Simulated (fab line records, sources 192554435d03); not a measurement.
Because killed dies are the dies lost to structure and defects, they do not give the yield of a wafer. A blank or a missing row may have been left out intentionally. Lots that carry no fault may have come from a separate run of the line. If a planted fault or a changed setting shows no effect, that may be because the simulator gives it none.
Split-lot study -- flow n5Finfet -- route with 1938 steps; 7 lots, 39 wafers read

== ABOUT THE SPLIT ==
At N5_BEOL_M5_DEP_56 (deposits SiCN from 3MS/NH3, target thk 8 nm, time 14 s), the setting targetThkA was moved away from the recipe's 80 angstrom on 18 of the 39 wafers read, by -51.0% to +20.4%. The other wafers ran this setting at the recipe's value.

The reading is taken at the split's own step.

== THE READING ==
SiCN_of_BEOL_M5_DEP_56.thkNm (the simulator's own value, which no gauge read), in nm, at N5_BEOL_M5_DEP_56 (deposits SiCN from 3MS/NH3, target thk 8 nm, time 14 s). There is no usual value for it anywhere in the file. Average 8.0 nm, standard deviation 0.14 nm, over the 21 wafers here run with the recipe.

wafer,"tool, chamber at the split","targetThkA as run, angstrom",against the recipe,"SiCN_of_BEOL_M5_DEP_56.thkNm, nm",against lot-mates on the recipe
L075.1,"pecvd-03, 0",54.28,-32.1%,5.2,-2.8
L075.6,"pecvd-03, 0",54.28,-32.1%,5.2,-2.8
L075.2,"pecvd-03, 2",54.28,-32.1%,5.4,-2.6
L075.3,"pecvd-03, 1",80,recipe,7.8,-
L075.4,"pecvd-03, 2",80,recipe,8.2,-
L075.5,"pecvd-03, 1",80,recipe,8,-
L076.2,"pecvd-02, 2",80,recipe,7.8,-
L076.4,"pecvd-02, 1,2",80,recipe,8,-
L076.6,"pecvd-02, 1,2",80,recipe,8,-
L087.1,"pecvd-02, 1,2",80,recipe,8,-
L087.3,"pecvd-02, 1,2",80,recipe,8,-
L087.2,"pecvd-02, 0",53.88,-32.6%,5.2,-2.9
L087.4,"pecvd-02, 1",80,recipe,8.2,-
L087.5,"pecvd-02, 0,2",53.88,-32.6%,5.4,-2.7
L087.6,"pecvd-02, 0,2",53.88,-32.6%,5.4,-2.7
L083.1,"pecvd-03, 0,1",39.17,-51.0%,4,-3.9
L083.5,"pecvd-03, 0,1",39.17,-51.0%,4,-3.9
L083.2,"pecvd-03, 1,2",80,recipe,7.8,-
L083.3,"pecvd-03, 1,2",80,recipe,7.8,-
L083.4,"pecvd-03, 2",39.17,-51.0%,3.8,-4.1
L083.6,"pecvd-03, 0",80,recipe,8.2,-
L086.1,"pecvd-02, 1,2",80,recipe,8,-
L086.3,"pecvd-02, 1,2",80,recipe,8,-
L086.2,"pecvd-02, 0",48.44,-39.5%,4.8,-3.3
L086.5,"pecvd-02, 0",48.44,-39.5%,4.8,-3.3
L086.4,"pecvd-02, 1",80,recipe,8.2,-
L086.6,"pecvd-02, 2",48.44,-39.5%,5,-3.1
L088.1,"pecvd-02, 2",80,recipe,8,-
L088.2,"pecvd-02, 1",96.29,+20.4%,9.8,+1.7
L088.4,"pecvd-02, 1",96.29,+20.4%,9.8,+1.7
L088.3,"pecvd-02, 0",96.29,+20.4%,9.6,+1.5
L088.5,"pecvd-02, 2,0",80,recipe,8.2,-
L088.6,"pecvd-02, 2,0",80,recipe,8.2,-
L097.1,"pecvd-04, 2,0",50.53,-36.8%,5,-3.1
L097.2,"pecvd-04, 2,0",50.53,-36.8%,5,-3.1
L097.3,"pecvd-04, 0",50.53,-36.8%,5.2,-2.9
L097.4,"pecvd-04, 2",80,recipe,8,-
L097.6,"pecvd-04, 2",80,recipe,8,-
L097.5,"pecvd-04, 0",80,recipe,8.2,-
The file does not say which wafer passed through which chamber wherever a row lists several chambers: such a row stands for several wafers.

FIT RESULTS
A straight line over all 39 wafers: SiCN_of_BEOL_M5_DEP_56.thkNm changes by +0.0815 nm for each +1% of targetThkA; r = +1.00; the points scatter about the line by 0.14 nm.
The same after taking each lot's own level away (the mean of its wafers on the recipe; 39 wafers): +0.0806 nm for each +1%; r = +1.00; scatter 0.13 nm.
The reading moves by 4.1 nm for the largest change in targetThkA, on that fit.
The span of the lots' own levels, 7.93 to 8.13 nm, comes to 1.4 times the standard deviation stated above.
Hence the lot-to-lot level has little effect on the slope; both slopes agree.
Check: -4.16 nm against its lot-mates is what the line predicts for one of the wafers moved furthest among these (-51.0%) when that wafer is left out of the fit. Against them it came out at -3.93 nm.

== THESE WAFERS: OTHER SPLITS ==
Before the reading, these wafers also passed through other splits. Each is held against what the fit with the lots' levels taken away leaves over:
other split on the same wafers,wafers away from the commonest value,r with SiCN_of_BEOL_M5_DEP_56.thkNm (lot level and that fit taken away)
N5_FIN_SAQP_HM_DEP_03 timeS,12,+0.17
N5_MOL_CONTACT_COAG_ALD_133 aldCycles,18,-0.15
N5_BEOL_M4_ILD_DEP_00 targetThkA,18,+0.08
N5_BEOL_M4_ETCH_70 timeS,15,-0.38

== FILE'S OWN FIT ==
SiCN_of_BEOL_M5_DEP_56.thkNm changes by +0.081 nm for each +1% of targetThkA, r = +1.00.
